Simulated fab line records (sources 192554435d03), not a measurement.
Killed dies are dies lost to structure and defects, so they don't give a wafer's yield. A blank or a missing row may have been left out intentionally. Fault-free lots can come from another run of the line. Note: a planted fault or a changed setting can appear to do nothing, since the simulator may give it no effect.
Split-lot study / flow n5_finfet / on a route of 1938 steps: 7 lots, 39 wafers read

== ABOUT THE SPLIT ==
At N5_HKMG_FIN_HK_ALD_01 (deposits HfO2, target thk 1.6 nm, pulse time 3 s, purge time 3 s), the setting ald_cycles was moved away from the recipe's 30 on 15 of the 39 wafers read, by -36.7% to +43.3%. For the rest of the wafers, this setting stayed at what the recipe calls for.

== FROM THE SPLIT TO THE READING: what the file shows between them, 4 steps ==
- N5_HKMG_FIN_HK_ANNEAL_02: time 30 s
- N5_HKMG_FIN_ALD_74: deposits La2O3, target thk 0.5 nm, pulse time 6 s, co reactant pulse time 1 s
- N5_HKMG_FIN_WET_ETCH_82: etches La2O3 in dHCl, stops on HfO2, target depth 2 nm, rinse time 30 s
- N5_HKMG_FIN_ALD_36: deposits TiN, target thk 1 nm, pulse time 1 s, purge time 3 s

== THE READING ==
HK_THK, in nm, at N5_HKMG_FIN_THK_MEAS_70 (measures by xrf). On this fab line, fault-free wafers typically give 1.608 nm with a standard deviation of 0.02 nm.

wafer=L075.1; tool, chamber at the split=ald_hk-02, 1,0,2; ald_cycles as run=43; against the recipe=+43.3%; HK_THK, nm=2.276; against lot-mates on the recipe=+0.659
wafer=L075.2; tool, chamber at the split=ald_hk-02, 2,3,3; ald_cycles as run=30; against the recipe=recipe; HK_THK, nm=1.613; against lot-mates on the recipe=-
wafer=L075.3; tool, chamber at the split=ald_hk-02, 2,3,3; ald_cycles as run=30; against the recipe=recipe; HK_THK, nm=1.620; against lot-mates on the recipe=-
wafer=L075.4; tool, chamber at the split=ald_hk-02, 1,0,2; ald_cycles as run=43; against the recipe=+43.3%; HK_THK, nm=2.336; against lot-mates on the recipe=+0.719
wafer=L075.5; tool, chamber at the split=ald_hk-02, 1,0,2; ald_cycles as run=43; against the recipe=+43.3%; HK_THK, nm=2.348; against lot-mates on the recipe=+0.731
wafer=L075.6; tool, chamber at the split=ald_hk-02, 2,3,3; ald_cycles as run=30; against the recipe=recipe; HK_THK, nm=1.618; against lot-mates on the recipe=-
wafer=L079.1; tool, chamber at the split=ald_hk-02, 1,0,3; ald_cycles as run=30; against the recipe=recipe; HK_THK, nm=1.607; against lot-mates on the recipe=-
wafer=L079.2; tool, chamber at the split=ald_hk-02, 1,0,3; ald_cycles as run=30; against the recipe=recipe; HK_THK, nm=1.561; against lot-mates on the recipe=-
wafer=L079.3; tool, chamber at the split=ald_hk-02, 2,0,3; ald_cycles as run=39; against the recipe=+30.0%; HK_THK, nm=2.128; against lot-mates on the recipe=+0.526
wafer=L079.4; tool, chamber at the split=ald_hk-02, 1,0,3; ald_cycles as run=30; against the recipe=recipe; HK_THK, nm=1.638; against lot-mates on the recipe=-
wafer=L079.5; tool, chamber at the split=ald_hk-02, 2,0,3; ald_cycles as run=39; against the recipe=+30.0%; HK_THK, nm=2.106; against lot-mates on the recipe=+0.504
wafer=L079.6; tool, chamber at the split=ald_hk-02, 2,0,3; ald_cycles as run=39; against the recipe=+30.0%; HK_THK, nm=2.108; against lot-mates on the recipe=+0.506
wafer=L080.1; tool, chamber at the split=ald_hk-01, 2,3,1; ald_cycles as run=30; against the recipe=recipe; HK_THK, nm=1.607; against lot-mates on the recipe=-
wafer=L080.3; tool, chamber at the split=ald_hk-01, 2,3,1; ald_cycles as run=30; against the recipe=recipe; HK_THK, nm=1.605; against lot-mates on the recipe=-
wafer=L080.5; tool, chamber at the split=ald_hk-01, 2,3,1; ald_cycles as run=30; against the recipe=recipe; HK_THK, nm=1.615; against lot-mates on the recipe=-
wafer=L085.1; tool, chamber at the split=ald_hk-02, 2,3,0; ald_cycles as run=30; against the recipe=recipe; HK_THK, nm=1.597; against lot-mates on the recipe=-
wafer=L085.2; tool, chamber at the split=ald_hk-02, 2,3,0; ald_cycles as run=30; against the recipe=recipe; HK_THK, nm=1.615; against lot-mates on the recipe=-
wafer=L085.3; tool, chamber at the split=ald_hk-02, 1,1,2; ald_cycles as run=35; against the recipe=+16.7%; HK_THK, nm=1.875; against lot-mates on the recipe=+0.269
wafer=L085.4; tool, chamber at the split=ald_hk-02, 2,3,0; ald_cycles as run=30; against the recipe=recipe; HK_THK, nm=1.605; against lot-mates on the recipe=-
wafer=L085.5; tool, chamber at the split=ald_hk-02, 1,1,2; ald_cycles as run=35; against the recipe=+16.7%; HK_THK, nm=1.879; against lot-mates on the recipe=+0.273
wafer=L085.6; tool, chamber at the split=ald_hk-02, 1,1,2; ald_cycles as run=35; against the recipe=+16.7%; HK_THK, nm=1.889; against lot-mates on the recipe=+0.283
wafer=L086.1; tool, chamber at the split=ald_hk-02, 3,1,0; ald_cycles as run=30; against the recipe=recipe; HK_THK, nm=1.605; against lot-mates on the recipe=-
wafer=L086.2; tool, chamber at the split=ald_hk-02, 3,1,0; ald_cycles as run=30; against the recipe=recipe; HK_THK, nm=1.636; against lot-mates on the recipe=-
wafer=L086.3; tool, chamber at the split=ald_hk-02, 0,2,1; ald_cycles as run=19; against the recipe=-36.7%; HK_THK, nm=1.022; against lot-mates on the recipe=-0.603
wafer=L086.4; tool, chamber at the split=ald_hk-02, 0,2,1; ald_cycles as run=19; against the recipe=-36.7%; HK_THK, nm=1.010; against lot-mates on the recipe=-0.615
wafer=L086.5; tool, chamber at the split=ald_hk-02, 3,1,0; ald_cycles as run=30; against the recipe=recipe; HK_THK, nm=1.634; against lot-mates on the recipe=-
wafer=L086.6; tool, chamber at the split=ald_hk-02, 0,2,1; ald_cycles as run=19; against the recipe=-36.7%; HK_THK, nm=1.030; against lot-mates on the recipe=-0.595
wafer=L090.1; tool, chamber at the split=ald_hk-03, 1,2,3,0,0,3; ald_cycles as run=30; against the recipe=recipe; HK_THK, nm=1.601; against lot-mates on the recipe=-
wafer=L090.2; tool, chamber at the split=ald_hk-03, 1,2,3,0,0,3; ald_cycles as run=30; against the recipe=recipe; HK_THK, nm=1.597; against lot-mates on the recipe=-
wafer=L090.3; tool, chamber at the split=ald_hk-03, 1,2,3,0,0,3; ald_cycles as run=30; against the recipe=recipe; HK_THK, nm=1.659; against lot-mates on the recipe=-
wafer=L090.4; tool, chamber at the split=ald_hk-03, 1,2,3,0,0,3; ald_cycles as run=30; against the recipe=recipe; HK_THK, nm=1.577; against lot-mates on the recipe=-
wafer=L090.5; tool, chamber at the split=ald_hk-03, 1,2,3,0,0,3; ald_cycles as run=30; against the recipe=recipe; HK_THK, nm=1.596; against lot-mates on the recipe=-
wafer=L090.6; tool, chamber at the split=ald_hk-03, 1,2,3,0,0,3; ald_cycles as run=30; against the recipe=recipe; HK_THK, nm=1.662; against lot-mates on the recipe=-
wafer=L092.1; tool, chamber at the split=ald_hk-01, 1,3,3; ald_cycles as run=19; against the recipe=-36.7%; HK_THK, nm=1.010; against lot-mates on the recipe=-0.579
wafer=L092.2; tool, chamber at the split=ald_hk-01, 1,3,3; ald_cycles as run=19; against the recipe=-36.7%; HK_THK, nm=1.016; against lot-mates on the recipe=-0.573
wafer=L092.3; tool, chamber at the split=ald_hk-01, 2,0,0; ald_cycles as run=30; against the recipe=recipe; HK_THK, nm=1.596; against lot-mates on the recipe=-
wafer=L092.4; tool, chamber at the split=ald_hk-01, 2,0,0; ald_cycles as run=30; against the recipe=recipe; HK_THK, nm=1.584; against lot-mates on the recipe=-
wafer=L092.5; tool, chamber at the split=ald_hk-01, 1,3,3; ald_cycles as run=19; against the recipe=-36.7%; HK_THK, nm=1.010; against lot-mates on the recipe=-0.579
wafer=L092.6; tool, chamber at the split=ald_hk-01, 2,0,0; ald_cycles as run=30; against the recipe=recipe; HK_THK, nm=1.588; against lot-mates on the recipe=-
If several chambers appear in one row, that row covers several wafers at once and the file leaves open which wafer was in which chamber.

THE FIT
A straight line over all 39 wafers: HK_THK changes by +0.0163 nm for each +1% of ald_cycles; r = +1.00; the points scatter about the line by 0.022 nm.
The same after taking each lot's own level away (the mean of its wafers on the recipe; 39 wafers): +0.0163 nm for each +1%; r = +1.00; scatter 0.021 nm.
According to that fit, moving ald_cycles by its largest amount changes the reading by 0.71 nm.
The lots' own levels span 1.5893 to 1.6250 nm, that is 1.8 times the standard deviation above.
So the lot-to-lot level changes the slope little: the two slopes agree.
Check: +0.717 nm against its lot-mates is what the line predicts for one of the wafers moved furthest among these (+43.3%) when that wafer is left out of the fit. Against them it came out at +0.659 nm.

== OTHER SPLITS APPLIED TO THESE WAFERS ==
These wafers also went through other splits before the reading. Each is held against what the fit with the lots' levels taken away leaves over:
other split on the same wafers=N5_PMOS_HMC_CHANNEL_EPI_DEVELOP_08 develop_time_s; wafers away from the commonest value=15; r with HK_THK (lot level and that fit taken away)=-0.03

== THE WHOLE CHAIN: every reading that the file lists as answering this split, in the file's order ==
step=N5_HKMG_FIN_HK_ALD_01; what it does=deposits HfO2, target thk 1.6 nm, pulse time 3 s, purge time 3 s; reading=HfO2_of_HKMG_FIN_HK_ALD_01.thk_nm (the simulator's own value, which no gauge read); change (the file's fit)=+0.0149 nm for each +1% of the setting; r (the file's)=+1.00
step=N5_HKMG_FIN_THK_MEAS_70; what it does=measures by xrf; reading=HK_THK; change (the file's fit)=+0.0163 for each +1% of the setting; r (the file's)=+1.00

== FILE'S OWN FIT ==
HK_THK changes by +0.0163 nm for each +1% of ald_cycles, r = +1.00.
